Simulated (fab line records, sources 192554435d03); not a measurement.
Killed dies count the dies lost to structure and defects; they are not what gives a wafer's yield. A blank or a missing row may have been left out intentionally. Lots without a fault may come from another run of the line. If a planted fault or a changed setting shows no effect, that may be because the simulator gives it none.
fab line records ; flow n5Finfet
record lots=10; wafers=30; lastDay=17
route steps=1938 shown BEOL_M7@1267 PASSIVATION@1936
lots with no fault: from the same line, run without faults
startH: start of the lot's first displayed wafer, in hours after the record's first day ; waitH: how many hours have passed since the lot's step before this one ; " repeats the value in the row above ; L1.1+2: a row that stands for several wafers ; - no value present, or no start provided ; * or withheld: withheld ; < > ~ a bound
route shown NAME@n: a module of which the file shows steps, and the number in the route of the first ; usual: mean/standard deviation taken from wafers without a fault ; same: alike in all rows ; chamber/n: place in a boat ; sites: each site's reading ; _std_site: standard deviation across them ; _edge_site: inner sites' mean taken away from outer sites' mean ; radiusMm: how far each site lies from the wafer's centre ; mask NAME#n: copy n ; behind: the most recent tool/chamber to have shaped the wafer ; hold: why the lot was held/for how many hours/how that ended ; device: the n, p or np transistor that did not switch ; end of line: the route-end tests of the same wafers ; for a step that has no rows: nothing shown but its recipe ; killed: dies lost to structure and defects at the first sort, not the wafer's yield ; map: per-die view of a wafer (x killed, . not killed, _ where there is no die)
set.NAME: the setting the step ran with; set.NAME@STEP: the setting that earlier step ran with ; model.NAME: the simulator's own value behind a step, which no gauge read
one table for each step of the route and one row for each wafer, over a sample of lots
services: a tool's chamber out of use, with start hour (startH, from the record's first day; less than 0 if before it), hours out, and reason
## steps
# step N5_BEOL_M7_HM_DEP_02
# recipe material=TiN; targetThkA=200; tempC=25; chamberPressurePa=0.49996
# usual throttleValvePct=29.6/1.5
lot.wafer;tool;chamber;startH;waitH;throttleValvePct
L417.3;pvdSputter-01;-;181.37;1.7;29.8
L417.4;pvdSputter-01;-;181.37;1.7;27.8
L417.5;pvdSputter-01;-;181.37;1.7;27.7
L420.2;pvdSputter-03;-;205.28;0.3;29.1
L420.4;pvdSputter-03;-;205.28;0.3;30.5
L420.5;pvdSputter-03;-;205.28;0.3;30.8
L421.3;pvdSputter-01;-;208.37;0.6;26.7
L421.4;pvdSputter-01;-;208.37;0.6;27.5
L421.5;pvdSputter-01;-;208.37;0.6;30.5
L423.1;pvdSputter-02;-;225.80;0.8;29.5
L423.2;pvdSputter-02;-;225.80;0.8;31.0
L423.5;pvdSputter-02;-;225.80;0.8;29.4
L426.2;pvdSputter-02;-;233.59;0.4;30.7
L426.3;pvdSputter-02;-;233.59;0.4;29.6
L426.6;pvdSputter-02;-;233.59;0.4;30.8
L432.1;pvdSputter-02;-;271.35;1.1;29.5
L432.2;pvdSputter-02;-;271.35;1.1;30.7
L432.4;pvdSputter-02;-;271.35;1.1;30.9
L433.2;pvdSputter-01;-;277.80;0.7;27.6
L433.3;pvdSputter-01;-;277.80;0.7;26.6
L433.5;pvdSputter-01;-;277.80;0.7;26.3
L438.2;pvdSputter-02;-;309.15;1.2;29.5
L438.4;pvdSputter-02;-;309.15;1.2;30.8
L438.6;pvdSputter-02;-;309.15;1.2;29.3
L439.1;pvdSputter-03;-;315.31;0.2;29.2
L439.2;pvdSputter-03;-;315.31;0.2;31.4
L439.6;pvdSputter-03;-;315.31;0.2;30.5
L440.2;pvdSputter-02;-;331.72;1.0;29.3
L440.3;pvdSputter-02;-;331.72;1.0;30.6
L440.5;pvdSputter-02;-;331.72;1.0;29.3
# step N5_BEOL_M7_EXPOSE_25
# recipe maskId=V6; na=0.33; sourceShape=annular; sigmaInner=0.4; sigmaOuter=0.8; polarization=unpolarized; targetCdNm=40; doseMj=42.5
# usual focusOffsetNm=0.1/0.51; reticleTempC=22.97/0.099
# same na=0.33
lot.wafer;tool;chamber;startH;waitH;mask;focusOffsetNm;reticleTempC
L417.3;euvScanner-02;0;183.01;-;V6#0;-0.5;23.04
L417.4;euvScanner-02;0;183.01;-;V6#0;0.6;23.06
L417.5;euvScanner-02;0;183.01;-;V6#0;0.1;23.04
L420.2;euvScanner-01;0;206.64;-;V6#0;-0.3;22.96
L420.4;euvScanner-01;0;206.64;-;V6#0;-0.1;22.93
L420.5;euvScanner-01;0;206.64;-;V6#0;-0.7;22.93
L421.3;euvScanner-01;0;209.99;-;V6#0;-0.2;22.92
L421.4;euvScanner-01;0;209.99;-;V6#0;-0.7;22.81
L421.5;euvScanner-01;0;209.99;-;V6#0;-0.6;22.90
L423.1;euvScanner-01;0;228.00;-;V6#0;0.8;23.06
L423.2;euvScanner-01;0;228.00;-;V6#0;0.7;23.19
L423.5;euvScanner-01;0;228.00;-;V6#0;0.8;22.94
L426.2;euvScanner-02;0;235.97;-;V6#0;0.0;22.93
L426.3;euvScanner-02;0;235.97;-;V6#0;-0.7;23.01
L426.6;euvScanner-02;0;235.97;-;V6#0;0.1;23.06
L432.1;euvScanner-02;0;273.81;-;V6#0;0.9;23.05
L432.2;euvScanner-02;0;273.81;-;V6#0;0.6;23.13
L432.4;euvScanner-02;0;273.81;-;V6#0;0.4;22.95
L433.2;euvScanner-02;0;279.33;-;V6#0;0.4;22.74
L433.3;euvScanner-02;0;279.33;-;V6#0;0.6;22.87
L433.5;euvScanner-02;0;279.33;-;V6#0;0.7;22.72
L438.2;euvScanner-02;0;311.31;-;V6#0;-0.8;23.11
L438.4;euvScanner-02;0;311.31;-;V6#0;0.1;23.12
L438.6;euvScanner-02;0;311.31;-;V6#0;0.7;23.01
L439.1;euvScanner-02;0;316.59;-;V6#0;0.1;23.03
L439.2;euvScanner-02;0;316.59;-;V6#0;0.3;22.93
L439.6;euvScanner-02;0;316.59;-;V6#0;0.8;22.97
L440.2;euvScanner-02;0;334.53;-;V6#0;0.4;22.99
L440.3;euvScanner-02;0;334.53;-;V6#0;0.7;22.95
L440.5;euvScanner-02;0;334.53;-;V6#0;-0.3;22.86
# step N5_BEOL_M7_CD_MEAS_28
# recipe targetCdNm=40; landingEnergyEv=500; detector=seInlens
# usual cdNm=40.05/0.21
lot.wafer;tool;chamber;startH;waitH;cdNm
L417.3;cdSem-02;0;183.13;-;40.19
L417.4;cdSem-02;0;183.13;-;40.57
L417.5;cdSem-02;0;183.13;-;39.90
L420.2;cdSem-02;0;206.77;-;40.23
L420.4;cdSem-02;0;206.77;-;40.10
L420.5;cdSem-02;0;206.77;-;40.09
L421.3;cdSem-01;0;210.11;-;40.01
L421.4;cdSem-01;0;210.11;-;40.25
L421.5;cdSem-01;0;210.11;-;40.04
L423.1;cdSem-02;0;228.13;-;38.20
L423.2;cdSem-02;0;228.13;-;39.72
L423.5;cdSem-02;0;228.13;-;39.75
L426.2;cdSem-01;0;236.10;-;39.98
L426.3;cdSem-01;0;236.10;-;39.78
L426.6;cdSem-01;0;236.10;-;40.19
L432.1;cdSem-01;0;273.94;-;40.29
L432.2;cdSem-01;0;273.94;-;40.08
L432.4;cdSem-01;0;273.94;-;40.41
L433.2;cdSem-02;0;279.46;-;39.97
L433.3;cdSem-02;0;279.46;-;39.94
L433.5;cdSem-02;0;279.46;-;40.59
L438.2;cdSem-01;0;311.44;-;39.86
L438.4;cdSem-01;0;311.44;-;39.92
L438.6;cdSem-01;0;311.44;-;39.86
L439.1;cdSem-02;0;316.72;-;40.16
L439.2;cdSem-02;0;316.72;-;39.73
L439.6;cdSem-02;0;316.72;-;39.96
L440.2;cdSem-03;0;334.66;-;40.30
L440.3;cdSem-03;0;334.66;-;39.89
L440.5;cdSem-03;0;334.66;-;40.08
# step N5_BEOL_M7_DESCUM_33
# recipe chemistry=O2; timeS=7; sourcePowerW=50; biasPowerW=20; pressureMtorr=20; rfFrequencyHz=2.712e+07; tempC=40; resist=CAR-EUV; o2FlowSccm=225
# usual drypumpMotorCurrentA=5.8/0.42; oesProductAu=0.81/0.083; rfVppV=243.3/1.4; showerheadPlenumPTorr=2.11/0.079; tempC=40.02/0.12; throttleValvePct=20.38/0.21
lot.wafer;tool;chamber;startH;waitH;drypumpMotorCurrentA;oesProductAu;rfHoursCounterH;rfVppV;showerheadPlenumPTorr;tempC;throttleValvePct
L417.3;rieDiel-02;1;183.25;0.0;6.2;0.75;151;244.3;2.18;40.08;20.10
L417.4;rieDiel-02;0;183.25;0.0;6.1;0.84;73;244.4;2.21;39.83;20.12
L417.5;rieDiel-02;2;183.25;0.0;6.2;0.73;-;242.5;1.99;40.02;20.74
L420.2;rieDiel-02;3;206.89;0.0;5.6;0.93;18;245.6;2.24;39.93;20.31
L420.4;rieDiel-02;1;206.89;0.0;6.2;0.74;-;245.1;2.18;40.05;20.10
L420.5;rieDiel-02;2;206.89;0.0;6.2;0.73;-;241.1;1.99;40.22;20.76
L421.3;rieDiel-03;3;210.23;0.0;5.3;0.97;4;243.8;2.05;39.84;20.38
L421.4;rieDiel-03;0;210.23;0.0;6.6;0.88;33;243.0;2.04;40.00;20.31
L421.5;rieDiel-03;2;210.23;0.0;5.3;0.75;-;241.2;2.01;39.99;20.53
L423.1;rieDiel-06;1;228.25;0.0;6.2;0.89;32;243.1;2.13;39.95;20.13
L423.2;rieDiel-06;2;228.25;0.0;5.2;0.87;52;244.2;2.13;40.00;20.40
L423.5;rieDiel-06;0;228.25;0.0;6.0;0.67;-;242.5;2.06;39.90;20.62
L426.2;rieDiel-06;2;236.99;0.8;5.2;0.86;57;242.5;2.13;40.19;20.42
L426.3;rieDiel-06;3;236.99;0.8;5.9;0.81;-;245.4;2.20;39.99;20.19
L426.6;rieDiel-06;2;236.99;0.8;5.2;0.86;-;243.3;2.13;40.01;20.43
L432.1;rieDiel-02;2;274.61;0.6;6.2;0.72;218;241.0;1.98;40.06;20.80
L432.2;rieDiel-02;1;274.61;0.6;6.2;0.71;184;245.0;2.17;40.15;20.14
L432.4;rieDiel-02;0;274.61;0.6;6.1;0.81;102;244.8;2.20;39.99;20.13
L433.2;rieDiel-06;2;279.58;0.0;5.2;0.85;70;245.3;2.13;40.04;20.43
L433.3;rieDiel-06;0;279.58;0.0;6.0;0.96;8;244.0;2.06;39.91;20.24
L433.5;rieDiel-06;0;279.58;0.0;6.0;0.96;-;242.5;2.06;40.15;20.26
L438.2;rieDiel-03;2;311.56;0.0;5.3;0.72;185;241.6;2.00;40.12;20.57
L438.4;rieDiel-03;0;311.56;0.0;6.6;0.83;63;243.0;2.03;39.98;20.38
L438.6;rieDiel-03;2;311.56;0.0;5.3;0.73;-;241.2;2.00;40.18;20.58
L439.1;rieDiel-02;2;317.03;0.2;6.2;0.72;230;242.7;1.97;40.15;20.81
L439.2;rieDiel-02;1;317.03;0.2;6.2;0.71;196;243.1;2.16;39.85;20.15
L439.6;rieDiel-02;1;317.03;0.2;6.2;0.71;-;243.7;2.16;40.12;20.17
L440.2;rieDiel-06;1;336.04;1.3;6.1;0.85;65;243.0;2.12;40.12;20.16
L440.3;rieDiel-06;0;336.04;1.3;6.0;0.91;29;243.3;2.05;39.91;20.30
L440.5;rieDiel-06;3;336.04;1.3;5.8;0.78;-;242.6;2.19;40.22;20.24
# step N5_BEOL_M7_TRENCH_ETCH_37
# recipe chemistry=C4F6/O2; targetDepthA=934.78; target=SiCOH_lowk; timeS=31.2; ionEnergyEv=250; pressureMtorr=30; sourceW=345; biasW=185; Ar_flow_sccm=300; C4F6_flow_sccm=10; O2_flow_sccm=10
# usual C4F6_flow_sccm=10.000/0.03; biasW=185.0/0.56; drypumpMotorCurrentA=5.9/0.43; oes_f_703_au=0.81/0.077; oes_o_777_au=0.81/0.078; oesProductAu=0.82/0.083; rfVppV=667/8.2; showerheadPlenumPTorr=2.87/0.099; throttleValvePct=20.90/0.22
lot.wafer;tool;chamber;startH;waitH;C4F6_flow_sccm;biasW;drypumpMotorCurrentA;oes_f_703_au;oes_o_777_au;oesProductAu;rfHoursCounterH;rfVppV;showerheadPlenumPTorr;throttleValvePct
L417.3;rieDiel-02;1;-;-;9.994;184.5;6.3;0.75;0.74;0.74;152;679;2.96;20.59
L417.4;rieDiel-02;0;-;-;9.987;186.1;6.0;0.83;0.83;0.83;73;671;3.00;20.58
L417.5;rieDiel-02;2;-;-;10.014;185.2;6.2;0.74;0.74;0.74;-;663;2.72;21.30
L420.2;rieDiel-02;3;-;-;9.967;185.0;5.6;0.93;0.93;0.94;18;670;3.04;20.82
L420.4;rieDiel-02;1;-;-;10.047;184.2;6.2;0.74;0.74;0.74;-;677;2.95;20.59
L420.5;rieDiel-02;2;-;-;9.945;183.9;6.2;0.73;0.74;0.74;-;664;2.72;21.31
L421.3;rieDiel-03;3;-;-;10.017;184.7;5.4;0.93;0.93;0.96;4;677;2.81;20.97
L421.4;rieDiel-03;0;-;-;9.962;185.4;6.7;0.86;0.85;0.87;33;678;2.79;20.87
L421.5;rieDiel-03;2;-;-;10.018;185.9;5.3;0.75;0.74;0.75;-;664;2.73;20.99
L423.1;rieDiel-06;1;-;-;9.994;183.8;6.2;0.90;0.89;0.90;32;657;2.91;20.67
L423.2;rieDiel-06;2;-;-;10.014;186.4;5.2;0.85;0.87;0.86;52;676;2.89;20.88
L423.5;rieDiel-06;0;-;-;9.986;185.1;6.0;0.66;0.66;0.67;-;655;2.80;21.12
L426.2;rieDiel-06;2;-;-;10.028;185.7;5.2;0.85;0.87;0.86;57;677;2.89;20.90
L426.3;rieDiel-06;3;-;-;10.068;186.1;5.9;0.83;0.84;0.81;-;657;2.98;20.66
L426.6;rieDiel-06;2;-;-;10.008;185.7;5.2;0.86;0.86;0.85;-;679;2.89;20.91
L432.1;rieDiel-02;2;-;-;10.046;184.7;6.2;0.72;0.72;0.72;218;663;2.71;21.36
L432.2;rieDiel-02;1;-;-;10.023;184.2;6.2;0.72;0.72;0.72;184;674;2.94;20.63
L432.4;rieDiel-02;0;-;-;10.009;185.0;6.0;0.80;0.80;0.79;102;672;2.98;20.64
L433.2;rieDiel-06;2;-;-;10.033;185.6;5.2;0.83;0.84;0.84;70;676;2.89;20.91
L433.3;rieDiel-06;0;-;-;10.019;184.9;6.0;0.95;0.96;0.95;8;655;2.80;20.75
L433.5;rieDiel-06;0;-;-;9.965;185.2;6.0;0.95;0.95;0.96;-;654;2.80;20.77
L438.2;rieDiel-03;2;-;-;9.985;184.9;5.3;0.72;0.72;0.72;185;664;2.72;21.03
L438.4;rieDiel-03;0;-;-;9.964;185.4;6.6;0.82;0.81;0.82;63;677;2.78;20.91
L438.6;rieDiel-03;2;-;-;10.035;184.8;5.3;0.72;0.72;0.72;-;664;2.72;21.03
L439.1;rieDiel-02;2;-;-;9.960;184.9;6.2;0.72;0.71;0.71;230;662;2.71;21.38
L439.2;rieDiel-02;1;-;-;10.043;184.8;6.2;0.71;0.72;0.71;196;675;2.94;20.63
L439.6;rieDiel-02;1;-;-;10.008;185.5;6.2;0.71;0.71;0.71;-;676;2.94;20.64
L440.2;rieDiel-06;1;-;-;9.984;184.6;6.1;0.85;0.85;0.85;65;658;2.89;20.73
L440.3;rieDiel-06;0;-;-;9.974;184.9;5.9;0.89;0.90;0.91;29;655;2.79;20.79
L440.5;rieDiel-06;3;-;-;10.017;185.8;5.9;0.79;0.79;0.78;-;657;2.97;20.69
# step N5_PASSIVATION_PROBE_49
# usual defectLimitedYield=91.3/1.5; killed_at_M0_to_M3=35/10; killed_at_M4_up=13/5.3; killedAtContacts=12/5.7; killedAtFrontEnd=39/11; killedAtOther=3.3/2.7; killedDies=102/18; killedOpen=67/13; killedShort=34/7.8; sort_bin_5_function=5.1/1; sort_bin_6_memory=3.3/0.68; sortNPass=1078/18; sortYieldPct=91.3/1.5
# same grossDies=1180; killedAtBackSide=0; sort_bin_4_leakage[%]=0; sort_bin_8_speed[%]=0
lot.wafer;tool;chamber;startH;waitH;defectLimitedYield[%];killed_at_M0_to_M3;killed_at_M4_up;killedAtContacts;killedAtFrontEnd;killedAtOther;killedDies;killedOpen;killedShort;sort_bin_5_function[%];sort_bin_6_memory[%];sortNPass;sortYieldPct[%]
L433.2;prober-02;-;358.53;0.1;91.1;51;14;8;32;0;105;61;41;5.3;3.3;1075;91.1
L433.3;prober-02;-;358.58;0.1;91.9;56;5;5;29;0;95;67;26;4.4;3.4;1085;91.9
L433.5;prober-02;-;358.68;0.2;93.1;32;7;10;27;6;82;51;29;4.2;2.7;1098;93.1
# killed by level:class
L433.2 BEOL_M2:geometricParticle:open=11 BEOL_M3:geometricParticle:open=9 FIN_SAQP:geometricParticle:short=8 BEOL_M0_SAQP:geometricParticle:short=8 FIN_SAQP:geometricParticle:open=7 BEOL_M3:geometricParticle:short=7 BEOL_M0_SAQP:geometricParticle:open=6 BEOL_M4:geometricParticle:open=6
L433.3 BEOL_M0_SAQP:geometricParticle:open=16 BEOL_M3:geometricParticle:open=10 BEOL_M1:geometricParticle:open=8 BEOL_M2:geometricParticle:open=8 FIN_SAQP:geometricParticle:short=7 BEOL_M0_SAQP:geometricParticle:short=7 FIN_SAQP:geometricParticle:open=5 DUMMY_GATE:geometricParticle:open=5
L433.5 MOL_CONTACT_COAG:geometricParticle:open=7 BEOL_M0_SAQP:geometricParticle:open=7 BEOL_M3:geometricParticle:open=7 BEOL_M4:geometricParticle:open=6 STARTING-WAFER:geometricParticle:short=6 BEOL_M0_SAQP:geometricParticle:short=5 STI_FIN_REVEAL:geometricParticle:open=4 DUMMY_GATE:geometricParticle:open=4
## services
tool;chamber;startH;hours;kind
rieDiel-03;3;164.52;1.7;repair
rieDiel-06;-;179.18;14.6;pm
euvScanner-02;-;186.28;1.0;pm
euvScanner-01;-;189.81;1.0;pm
rieDiel-02;0;201.01;9.1;repair
euvScanner-02;-;206.29;1.0;repair
rieDiel-02;2;223.76;6.1;repair
rieDiel-06;0;229.98;-;clean
rieDiel-06;0;229.98;-;consumableReplace:focusRing
rieDiel-06;0;229.98;14.3;scheduledDown
rieDiel-02;2;237.18;4.4;repair
euvScanner-01;-;240.13;4.6;pm
rieDiel-06;2;241.17;1.2;repair
euvScanner-02;-;244.73;1.0;pm
euvScanner-01;-;245.96;1.0;pm
euvScanner-02;-;246.97;4.6;pm
rieDiel-06;3;259.63;4.8;repair
euvScanner-01;-;297.22;9.2;repair
rieDiel-06;-;298.79;0.8;repair
euvScanner-02;-;306.49;1.0;pm
euvScanner-01;-;307.50;1.0;pm
rieDiel-03;-;323.93;14.6;pm
rieDiel-06;2;325.16;13.6;repair
pvdSputter-03;-;335.59;1.7;repair
## key
firstSign step=N5_BEOL_M7_CD_MEAS_28; reading=cdNm; direction=down; sigmas=9; usual=40.05; struck=38.20
effect none on later readings
metAt N5_BEOL_M7_EXPOSE_25
struckLots L423
struckWafers L423.1
notActingAt N5_BEOL_M7_HM_DEP_02,N5_BEOL_M7_DESCUM_33,N5_BEOL_M7_TRENCH_ETCH_37
onsetBetween 209.99 228.00
fault kind=processParameterDrift; tool=euvScanner-01; chamber=-; onsetH=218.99; steps=N5_BEOL_M7_EXPOSE_25; channel=focusNm; offset=57.892; shape=step; endH=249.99; scope=struckWafersOnly
